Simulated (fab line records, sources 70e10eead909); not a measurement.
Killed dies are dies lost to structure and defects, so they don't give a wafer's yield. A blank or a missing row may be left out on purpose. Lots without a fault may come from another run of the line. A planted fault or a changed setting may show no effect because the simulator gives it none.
fab line records | flow nand_harc | part 1 of 2: steps 1 to 4 of 6
record lots=17 wafers=51 last_day=25
route steps=1159 shown A_CHANNEL_HOLE_D1@479 A_STAIRCASE@559
lots that met no fault: from a run of the same line without faults
start_h: hours from the record's first day to the start of the lot's first wafer shown | wait_h: hours since the lot's step before | " the same as in the row above | L1.1+2: a row that stands for several wafers | - no value, or no start given | * or withheld: withheld | < > ~ a bound
route shown NAME@n: a module of which the file shows steps, and the number in the route of the first | usual: mean/standard deviation of fault-free wafers | same: alike in all rows | chamber/n: place in a boat | sites: the reading at each site | _std_site: their standard deviation | _edge_site: outer sites' mean less inner sites' | radius_mm: how far each site lies from the wafer's centre | mask NAME#n: copy n | behind: the tool/chamber that last shaped the wafer | hold: why the lot was held/for how many hours/how that ended | device: the transistor (n, p or np) that didn't switch | end of line: the same wafers' tests at the end of the route | a step without rows: its recipe alone | killed: dies lost to structure and defects at the first sort, not the wafer's yield | map: a wafer's dies, x killed, . not, _ none there
set.NAME: the setting as run; set.NAME@STEP: as run at that earlier step | model.NAME: the simulator's own value behind a step, which no gauge read
steps of the route over a sample of lots; a table a step, a row a wafer
services: from which hour (start_h, from the record's first day; less than 0 if before it) a tool's chamber was out of use, for how many hours, and why
## steps
# step NHARC_A_CHANNEL_HOLE_D1_ETCH_33
# recipe bias_v=400 source_w=2000 pressure_mtorr=25 time_s=90 ar_flow_sccm=375 c4f8_flow_sccm=41.7 o2_flow_sccm=83.3 temp_c=-20 target_depth_a=4000 chemistry=C4F8/O2/Ar
# usual chamber_pressure_mTorr=25.004/0.022 drypump_motor_current_A=5.7/0.35 o2_flow_sccm=83.34/0.25 showerhead_plenum_p_Torr=3.75/0.13 throttle_valve_pct=27.620/0.009
# columns lot.wafer tool chamber start_h wait_h chamber_pressure_mTorr drypump_motor_current_A o2_flow_sccm rf_hours_counter_h showerhead_plenum_p_Torr throttle_valve_pct
L076.2 har_etch-02 1 193.06 0.2 25.028 6.2 82.85 111 3.65 27.632
L076.1 " 0 " " 25.001 5.3 83.65 111 3.92 27.618
L076.5 " 1 " " 24.971 6.3 82.95 - 3.65 27.614
L074.1 har_etch-02 1 197.26 0.2 25.004 6.3 83.61 115 3.65 27.629
L074.3 " 0 " " 25.082 5.4 83.18 - 3.91 27.625
L074.4 " 1 " " 25.022 6.3 83.86 - 3.65 27.610
L075.2 har_etch-01 1 197.48 0.2 25.012 5.7 83.13 190 3.64 27.616
L075.6 " 1 " " 24.969 5.6 83.30 - 3.64 27.625
L075.5 " 0 " " 25.031 5.5 83.56 - 3.87 27.618
L079.1 har_etch-02 0 205.58 0.2 24.993 5.4 83.22 123 3.91 27.629
L079.3 " 1 " " 25.004 6.3 83.40 - 3.64 27.624
L079.5 " 1 " " 25.000 6.3 83.47 - 3.64 27.622
L081.2 har_etch-02 1 212.16 0.2 25.039 6.3 83.60 127 3.64 27.622
L081.1 " 0 " " 25.002 5.4 83.22 127 3.91 27.624
L081.4 " 0 " " 25.025 5.4 83.03 - 3.91 27.615
L082.2 har_etch-01 0 234.71 0.2 24.987 5.5 83.50 206 3.86 27.627
L082.6 " 0 " " 25.025 5.5 83.42 - 3.86 27.619
L082.5 " 1 " " 25.004 5.6 83.46 - 3.63 27.617
L084.1 har_etch-02 0 239.98 0.2 25.002 5.4 83.47 138 3.90 27.626
L084.3 " 0 " " 25.000 5.4 83.15 - 3.90 27.625
L084.6 " 1 " " 25.007 6.3 83.13 - 3.63 27.612
L086.2 har_etch-02 1 257.47 0.2 25.017 6.3 83.45 145 3.63 27.625
L086.4 " 1 " " 25.042 6.3 83.53 - 3.63 27.646
L086.3 " 0 " " 25.004 5.3 82.89 - 3.90 27.621
L087.2 har_etch-01 1 258.64 0.2 25.003 5.6 83.37 218 3.63 27.609
L087.4 " 1 " " 25.006 5.6 83.63 - 3.63 27.616
L087.5 " 1 " " 25.005 5.6 83.10 - 3.63 27.639
L088.3 har_etch-02 0 262.21 0.2 24.976 5.4 83.31 - 3.89 27.609
L088.5 " 1 " " 24.965 6.3 83.56 - 3.63 27.607
L088.6 " 0 " " 24.982 5.4 83.03 - 3.89 27.595
L090.1 har_etch-01 1 271.47 0.2 24.989 5.7 83.67 225 3.62 27.623
L090.3 " 1 " " 24.999 5.6 83.41 - 3.62 27.626
L090.6 " 0 " " 24.979 5.6 83.71 - 3.85 27.618
L093.1 har_etch-01 1 292.91 0.2 25.009 5.7 83.11 232 3.62 27.626
L093.3 " 1 " " 24.998 5.6 83.34 - 3.62 27.601
L093.5 " 1 " " 25.021 5.6 83.50 - 3.62 27.611
L092.2 har_etch-02 0 294.18 0.2 25.033 5.4 83.48 162 3.89 27.614
L092.6 " 1 " " 24.998 6.3 83.09 - 3.62 27.629
L092.5 " 0 " " 24.952 5.4 83.17 - 3.89 27.614
L091.4 har_etch-01 0 297.12 0.2 25.017 5.6 83.27 - 3.84 27.623
L091.5 " 0 " " 25.005 5.6 83.20 - 3.84 27.635
L091.6 " 1 " " 25.017 5.6 83.48 - 3.62 27.629
L095.1 har_etch-01 0 301.23 0.2 25.007 5.5 83.55 240 3.84 27.618
L095.2 " 1 " " 25.007 5.6 83.23 240 3.61 27.612
L095.6 " 0 " " 25.045 5.5 83.00 - 3.84 27.635
L096.4 har_etch-02 0 308.96 0.2 24.986 5.4 83.83 - 3.88 27.628
L096.6 " 1 " " 25.023 6.3 83.19 - 3.62 27.629
L096.5 " 0 " " 25.022 5.4 83.67 - 3.88 27.610
L097.2 har_etch-01 1 330.93 0.2 25.014 5.6 82.97 8 3.61 27.613
L097.6 " 0 " " 25.012 5.6 83.28 - 3.84 27.620
L097.5 " 1 " " 25.013 5.6 83.07 - 3.61 27.619
# step NHARC_A_STAIRCASE_TRIM_22
# recipe time_s=211.2 o2_flow_sccm=500 ar_flow_sccm=0 bias_w=0 chemistry=O2
# usual chamber_pressure_mTorr=60.00/0.056 drypump_motor_current_A=5.9/0.49 o2_flow_sccm=500.0/1.5 oes_product_au=0.997/0.01 rf_vpp_V=57.7/0.87 showerhead_plenum_p_Torr=3.50/0.1 throttle_valve_pct=17.036/0.0098
# same bias_w=0
# columns lot.wafer tool chamber start_h wait_h chamber_pressure_mTorr drypump_motor_current_A o2_flow_sccm oes_product_au rf_hours_counter_h rf_vpp_V showerhead_plenum_p_Torr throttle_valve_pct
L076.2 rie_diel-06 3 - - 60.02 6.1 501.1 1.012 0 59.4 3.61 17.043
L076.1 " 1 " " 60.03 5.8 501.4 0.996 0 58.0 3.52 17.039
L076.5 " 0 " " 60.03 6.2 497.1 1.003 - 56.7 3.60 17.034
L075.2 rie_diel-05 3 - - 59.96 5.7 499.2 0.984 29 57.2 3.41 17.035
L075.6 " 3 " " 60.02 5.7 499.7 0.982 - 57.4 3.41 17.034
L075.5 " 0 " " 60.06 5.9 501.4 0.990 - 56.0 3.46 17.039
L074.1 rie_diel-05 3 - - 59.94 5.7 502.5 0.985 31 56.9 3.41 17.036
L074.4 " 1 " " 59.99 5.3 497.3 1.004 27 56.9 3.37 17.024
L074.3 " 2 " " 60.05 6.7 500.4 0.991 27 58.7 3.68 17.048
L079.1 rie_diel-10 1 - - 60.05 6.7 500.1 0.990 29 58.2 3.43 17.037
L079.3 " 3 " " 59.95 5.2 496.7 0.998 31 58.6 3.40 17.034
L079.5 " 1 " " 59.89 6.7 497.4 0.990 - 56.5 3.43 17.034
L081.4 rie_diel-10 2 - - 59.95 6.3 499.1 1.003 34 58.1 3.60 17.043
L081.1 " 3 " " 60.03 5.2 500.7 0.999 36 58.0 3.40 17.030
L081.2 " 0 " " 59.98 5.4 499.1 1.012 35 57.8 3.64 17.036
L082.2 rie_diel-06 2 - - 59.88 5.5 499.9 0.970 17 56.4 3.44 17.039
L082.5 " 0 " " 60.08 6.2 500.8 0.988 - 57.6 3.59 17.047
L082.6 " 1 " " 59.98 5.8 500.4 0.993 - 57.0 3.51 17.039
L084.1 rie_diel-05 2 - - 59.99 6.7 501.5 0.987 42 57.7 3.67 17.044
L084.3 " 0 " " 59.91 5.9 502.3 0.999 47 57.2 3.45 17.054
L084.6 " 3 " " 60.00 5.7 498.9 0.976 - 58.5 3.40 17.026
L087.2 rie_diel-05 2 - - 59.95 6.7 499.7 1.000 47 56.0 3.67 17.013
L087.4 " 3 " " 60.07 5.7 501.2 0.975 51 57.8 3.40 17.059
L087.5 " 1 " " 60.05 5.3 499.1 0.998 - 57.3 3.36 17.019
L086.2 rie_diel-06 2 - - 60.06 5.5 500.6 0.991 23 55.6 3.43 17.040
L086.3 " 0 " " 59.97 6.2 501.1 1.000 27 59.3 3.59 17.040
L086.4 " 1 " " 59.86 5.7 499.2 0.992 24 57.7 3.51 17.019
L088.3 rie_diel-06 3 - - 59.98 6.1 500.6 1.004 28 57.6 3.59 17.020
L088.6 " 0 " " 59.91 6.2 499.9 0.998 - 58.3 3.59 17.036
L088.5 " 1 " " 60.07 5.7 499.5 0.998 - 58.7 3.51 17.025
L090.3 rie_diel-10 2 - - 59.95 6.2 499.8 1.008 52 58.4 3.59 17.041
L090.1 " 0 " " 59.99 5.5 499.4 0.997 55 57.5 3.62 17.017
L090.6 " 2 " " 59.96 6.3 503.0 1.019 - 58.6 3.59 17.024
L092.2 rie_diel-10 2 - - 59.96 6.3 501.0 1.015 60 56.1 3.59 17.038
L092.5 " 3 " " 60.04 5.2 500.6 0.994 - 57.0 3.38 17.033
L092.6 " 0 " " 60.06 5.5 498.0 0.994 - 56.9 3.62 17.043
L093.1 rie_diel-06 1 - - 59.95 5.7 501.2 1.007 37 56.6 3.50 17.039
L093.3 " 3 " " 60.00 6.1 501.3 0.999 41 57.9 3.59 17.022
L093.5 " 0 " " 60.03 6.2 500.5 1.001 - 58.6 3.58 17.038
L091.4 rie_diel-10 1 - - 60.06 6.7 498.6 0.999 58 57.1 3.41 17.044
L091.5 " 1 " " 59.93 6.7 498.3 0.999 - 56.9 3.41 17.027
L091.6 " 2 " " 59.98 6.2 500.4 1.010 - 57.6 3.59 17.050
L095.1 rie_diel-05 0 - - 59.96 5.9 498.3 0.993 2 57.8 3.44 17.036
L095.2 " 2 " " 60.05 6.7 499.5 1.004 2 57.7 3.66 17.034
L095.6 " 0 " " 60.04 5.9 497.8 0.985 - 58.3 3.44 17.034
L096.4 rie_diel-06 3 - - 60.02 6.1 499.3 1.007 50 58.4 3.58 17.034
L096.6 " 3 " " 59.90 6.1 499.8 1.008 - 57.7 3.58 17.040
L096.5 " 0 " " 59.97 6.2 499.7 0.997 - 57.8 3.58 17.037
L097.2 rie_diel-10 0 - - 60.01 5.4 501.5 1.025 9 59.0 3.61 17.048
L097.6 " 3 " " 59.92 5.2 500.7 0.984 - 58.3 3.38 17.032
L097.5 " 0 " " 60.04 5.4 499.6 1.018 - 56.6 3.61 17.038
# step NHARC_A_STAIRCASE_ETCH_23
# recipe target_depth_a=1000 time_s=40.5 ion_energy_ev=400 c4f8_flow_sccm=20 o2_flow_sccm=10 ar_flow_sccm=withheld rf_w=600 bias_w=1000 chemistry=C4F8/O2
# usual bias_w=999.8/2.8 chamber_pressure_mTorr=25.000/0.024 oes_product_au=0.940/0.014 rf_vpp_V=895/3.9
# columns lot.wafer tool chamber start_h wait_h bias_w chamber_pressure_mTorr oes_product_au rf_hours_counter_h rf_vpp_V
L076.1 rie_diel-06 0 - - 995.8 25.012 0.960 0 898
L076.2 " 1 " " 1003.6 25.041 0.960 0 897
L076.5 " 0 " " 995.6 24.980 0.960 - 900
L075.2 rie_diel-05 2 - - 1002.9 24.974 0.961 25 900
L075.5 " 1 " " 997.6 25.012 0.950 - 890
L075.6 " 2 " " 1001.8 25.009 0.948 - 901
L074.1 rie_diel-05 1 - - 1001.7 25.018 0.949 27 891
L074.3 " 2 " " 1004.4 24.950 0.931 27 901
L074.4 " 3 " " 997.9 24.986 0.923 31 891
L079.3 rie_diel-10 1 - - 1001.2 25.030 0.923 29 893
L079.1 " 2 " " 997.1 24.987 0.943 30 899
L079.5 " 1 " " 995.5 24.957 0.921 - 891
L081.1 rie_diel-10 3 - - 994.3 25.006 0.943 36 891
L081.2 " 1 " " 1001.5 25.015 0.942 33 894
L081.4 " 2 " " 1001.6 24.949 0.950 34 898
L082.2 rie_diel-06 1 - - 1000.8 25.007 0.919 17 896
L082.6 " 0 " " 998.9 25.018 0.929 - 900
L082.5 " 1 " " 1001.0 24.994 0.916 - 895
L084.3 rie_diel-05 3 - - 997.4 24.999 0.930 46 892
L084.1 " 1 " " 996.7 24.980 0.930 40 890
L084.6 " 0 " " 999.6 24.983 0.926 - 893
L087.2 rie_diel-05 3 - - 999.0 25.005 0.908 51 891
L087.4 " 2 " " 999.9 24.933 0.942 47 900
L087.5 " 3 " " 1000.4 24.969 0.932 - 891
L086.2 rie_diel-06 3 - - 997.8 25.027 0.942 26 899
L086.3 " 0 " " 999.5 25.059 0.970 27 899
L086.4 " 2 " " 1002.2 25.001 0.942 24 892
L088.3 rie_diel-06 2 - - 998.6 24.992 0.949 25 893
L088.5 " 3 " " 998.6 24.985 0.965 - 897
L088.6 " 0 " " 1001.4 25.046 0.969 - 898
L090.3 rie_diel-10 2 - - 1005.5 25.018 0.944 52 897
L090.1 " 0 " " 1000.6 24.999 0.934 55 900
L090.6 " 3 " " 998.1 25.020 0.934 - 891
L092.2 rie_diel-10 3 - - 1002.3 25.013 0.933 64 890
L092.5 " 3 " " 1000.2 25.006 0.931 - 889
L092.6 " 0 " " 993.9 25.028 0.929 - 899
L093.3 rie_diel-06 3 - - 999.4 25.019 0.948 41 898
L093.1 " 0 " " 996.3 25.010 0.925 40 897
L093.5 " 2 " " 996.6 24.964 0.953 - 893
L091.4 rie_diel-10 1 - - 993.8 25.025 0.952 58 892
L091.6 " 3 " " 1000.1 24.986 0.951 - 891
L091.5 " 0 " " 994.6 24.993 0.941 - 900
L095.1 rie_diel-05 0 - - 995.3 25.020 0.916 3 894
L095.2 " 1 " " 996.8 25.015 0.918 3 889
L095.6 " 3 " " 998.9 25.013 0.905 - 891
L096.4 rie_diel-06 1 - - 999.1 24.991 0.952 45 895
L096.6 " 2 " " 1004.4 25.008 0.953 - 890
L096.5 " 3 " " 998.2 24.993 0.957 - 898
L097.2 rie_diel-10 2 - - 1001.1 25.052 0.949 8 898
L097.6 " 3 " " 998.3 24.994 0.917 - 891
L097.5 " 0 " " 999.4 24.979 0.962 - 898
# step NHARC_A_STAIRCASE_TRIM_24
# recipe time_s=211.2 o2_flow_sccm=500 ar_flow_sccm=0 bias_w=0 chemistry=O2
# usual chamber_pressure_mTorr=59.99/0.056 drypump_motor_current_A=5.9/0.5 o2_flow_sccm=499.9/1.5 oes_product_au=0.998/0.01 rf_vpp_V=57.7/0.81 showerhead_plenum_p_Torr=3.50/0.1 throttle_valve_pct=17.036/0.0092
# same bias_w=0
# columns lot.wafer tool chamber start_h wait_h chamber_pressure_mTorr drypump_motor_current_A o2_flow_sccm oes_product_au rf_hours_counter_h rf_vpp_V showerhead_plenum_p_Torr throttle_valve_pct
L076.2 rie_diel-06 3 - - 60.01 6.1 498.9 1.004 0 57.3 3.61 17.027
L076.1 " 2 " " 59.93 5.4 500.1 0.995 0 55.0 3.45 17.038
L076.5 " 3 " " 60.02 6.2 498.5 1.012 - 56.6 3.61 17.045
L075.2 rie_diel-05 3 - - 60.06 5.7 498.6 0.985 29 56.6 3.41 17.051
L075.6 " 2 " " 59.99 6.7 500.1 0.993 - 57.5 3.68 17.039
L075.5 " 3 " " 59.98 5.7 499.5 0.979 - 57.0 3.41 17.025
L074.1 rie_diel-05 1 - - 60.06 5.3 501.0 1.011 27 56.5 3.37 17.047
L074.3 " 2 " " 60.05 6.7 498.2 0.994 28 58.7 3.68 17.041
L074.4 " 3 " " 59.91 5.7 499.6 0.981 32 58.5 3.41 17.038
L079.1 rie_diel-10 0 - - 60.02 5.5 499.6 1.001 31 58.1 3.64 17.035
L079.3 " 3 " " 60.00 5.2 502.9 1.004 32 57.1 3.40 17.029
L079.5 " 1 " " 60.02 6.7 500.2 0.990 - 58.3 3.43 17.044
L081.4 rie_diel-10 0 - - 60.05 5.5 500.6 1.011 35 57.8 3.64 17.025
L081.2 " 1 " " 60.05 6.7 497.8 1.008 33 56.8 3.43 17.013
L081.1 " 2 " " 59.98 6.3 500.3 1.016 34 59.0 3.60 17.033
L082.2 rie_diel-06 0 - - 59.92 6.2 501.4 0.996 18 57.0 3.59 17.046
L082.5 " 1 " " 60.04 5.7 499.4 0.994 - 57.9 3.51 17.040
L082.6 " 2 " " 60.02 5.4 501.5 0.989 - 57.6 3.44 17.037
L084.3 rie_diel-05 3 - - 59.96 5.8 496.2 0.992 46 56.5 3.40 17.039
L084.1 " 0 " " 59.97 5.9 497.9 0.993 47 55.8 3.45 17.042
L084.6 " 2 " " 60.00 6.7 495.9 0.985 - 58.0 3.67 17.034
L087.4 rie_diel-05 1 - - 59.96 5.3 501.4 0.998 45 57.2 3.36 17.053
L087.2 " 2 " " 60.00 6.7 499.8 0.998 47 58.3 3.67 17.046
L087.5 " 0 " " 59.90 5.9 498.5 0.997 - 58.2 3.45 17.045
L086.4 rie_diel-06 2 - - 60.10 5.4 499.1 1.005 24 58.2 3.43 17.024
L086.3 " 3 " " 59.96 6.2 499.9 1.004 26 58.0 3.59 17.037
L086.2 " 1 " " 60.05 5.7 500.8 1.004 24 58.4 3.51 17.036
L088.3 rie_diel-06 0 - - 60.00 6.2 495.3 1.004 28 58.1 3.59 17.040
L088.6 " 1 " " 59.95 5.7 498.6 0.997 - 57.4 3.51 17.034
L088.5 " 2 " " 60.01 5.4 498.5 0.994 - 58.1 3.43 17.020
L090.3 rie_diel-10 3 - - 60.05 5.2 500.1 0.988 56 58.3 3.39 17.024
L090.1 " 0 " " 60.01 5.5 500.5 0.999 55 57.6 3.62 17.050
L090.6 " 2 " " 60.05 6.3 500.7 1.010 - 57.7 3.59 17.043
L092.2 rie_diel-10 1 - - 60.00 6.7 499.7 1.006 58 56.2 3.41 17.040
L092.6 " 1 " " 59.96 6.8 499.0 1.006 - 57.3 3.41 17.038
L092.5 " 2 " " 59.88 6.2 496.1 1.011 - 58.7 3.59 17.044
L093.3 rie_diel-06 0 - - 59.95 6.2 503.4 0.991 40 58.5 3.58 17.022
L093.1 " 3 " " 60.11 6.1 502.0 1.001 41 58.1 3.59 17.034
L093.5 " 0 " " 59.79 6.2 499.0 0.992 - 57.2 3.58 17.028
L091.4 rie_diel-10 2 - - 60.04 6.3 498.3 1.010 61 57.6 3.59 17.018
L091.6 " 3 " " 60.11 5.2 501.8 0.995 - 58.0 3.38 17.032
L091.5 " 0 " " 60.07 5.4 498.6 1.000 - 58.5 3.62 17.037
L095.2 rie_diel-05 3 - - 60.02 5.7 498.4 0.985 5 57.7 3.39 17.033
L095.1 " 0 " " 60.09 5.9 500.1 0.991 5 56.9 3.44 17.042
L095.6 " 0 " " 59.98 5.9 500.7 0.987 - 58.4 3.44 17.043
L096.4 rie_diel-06 1 - - 60.09 5.8 496.7 1.005 45 57.4 3.50 17.037
L096.5 " 0 " " 60.00 6.2 499.7 1.000 - 58.0 3.58 17.020
L096.6 " 1 " " 60.07 5.8 497.4 1.030 - 58.7 3.50 17.035
L097.2 rie_diel-10 2 - - 59.88 6.2 502.2 1.003 8 56.6 3.58 17.042
L097.5 " 0 " " 59.95 5.5 500.9 1.024 - 57.5 3.61 17.045
L097.6 " 1 " " 59.96 6.7 498.4 0.994 - 56.5 3.41 17.028
